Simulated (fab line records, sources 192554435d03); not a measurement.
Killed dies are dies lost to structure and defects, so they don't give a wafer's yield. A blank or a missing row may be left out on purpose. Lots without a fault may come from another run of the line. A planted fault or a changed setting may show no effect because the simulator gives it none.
One fault seen from 2 desks | flow n5_finfet | each desk has only its own numbers; what lay behind them comes last

THE TOOL OWNER'S DESK: pecvd-02
The tool's own readings at N5_BEOL_M11_ILD_DEP_00 (deposits SiCOH lowk from DEMS/porogen, target thk 308.51 nm, time 58 s): means of the sampled wafers that have a number, for each lot that ran on this tool. A lot is out of limits, marked OUT, if its mean lies more than 4 standard deviations from the usual mean; the brackets give that distance.
Columns: A = heater_power_w at N5_BEOL_M11_ILD_DEP_00, usual 294 W; B = run_length_s at N5_BEOL_M11_ILD_DEP_00, usual 100.8 s; C = showerhead_plenum_p_Torr at N5_BEOL_M11_ILD_DEP_00, usual 5.739 Torr; D = throttle_valve_pct at N5_BEOL_M11_ILD_DEP_00, usual 13.9 %
lot  | first seen here | A   | B               | C     | D
L800 | day 11 23:38    | 321 | 100.9           | 5.741 | 14.1
L804 | day 12 13:13    | 335 | 96.7 (-7.3) OUT | 5.736 | 14.2
L805 | day 13 12:16    | 344 | 91.6 (-16) OUT  | 5.744 | 14.2
This desk's finding: out of limits on L804, L805; first on L804, day 12 13:13 (run_length_s at N5_BEOL_M11_ILD_DEP_00). In limits: L800.

THE METROLOGY DESK
What the gauges read, lot by lot, whatever tool the lot ran on: means of the sampled wafers that have a number. A lot is out of limits, marked OUT, if its mean lies more than 4 standard deviations from the usual mean; the brackets give that distance.
Columns: A = M11_ILD_THK at N5_BEOL_M11_THK_MEAS_01, usual 267 nm
lot  | first seen here | A
L800 | day 12 00:24    | 262
L804 | day 12 14:01    | 242 (-4.9) OUT
L805 | day 13 13:24    | 219 (-9.5) OUT
L816 | day 16 06:29    | 263
This desk's finding: out of limits on L804, L805; first on L804, day 12 14:01 (M11_ILD_THK at N5_BEOL_M11_THK_MEAS_01). In limits: L800, L816.

PUT TOGETHER
The tool owner's desk could have raised an alarm at day 12 13:13, on L804, L805.
The metrology desk could have raised an alarm at day 12 14:01, on L804, L805.
Of the lots named, all ran N5_BEOL_M11_ILD_DEP_00 on pecvd-02.

WHAT THE SIMULATOR HAD PUT IN
Process parameter drift: pecvd-02, from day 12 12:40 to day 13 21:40, at N5_BEOL_M11_ILD_DEP_00. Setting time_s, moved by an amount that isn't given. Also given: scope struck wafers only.
Lots struck among those shown: L804, L805.
Hours from the fault's start to each desk's first reading out of limits: the tool owner's desk, 1; the metrology desk, 1.
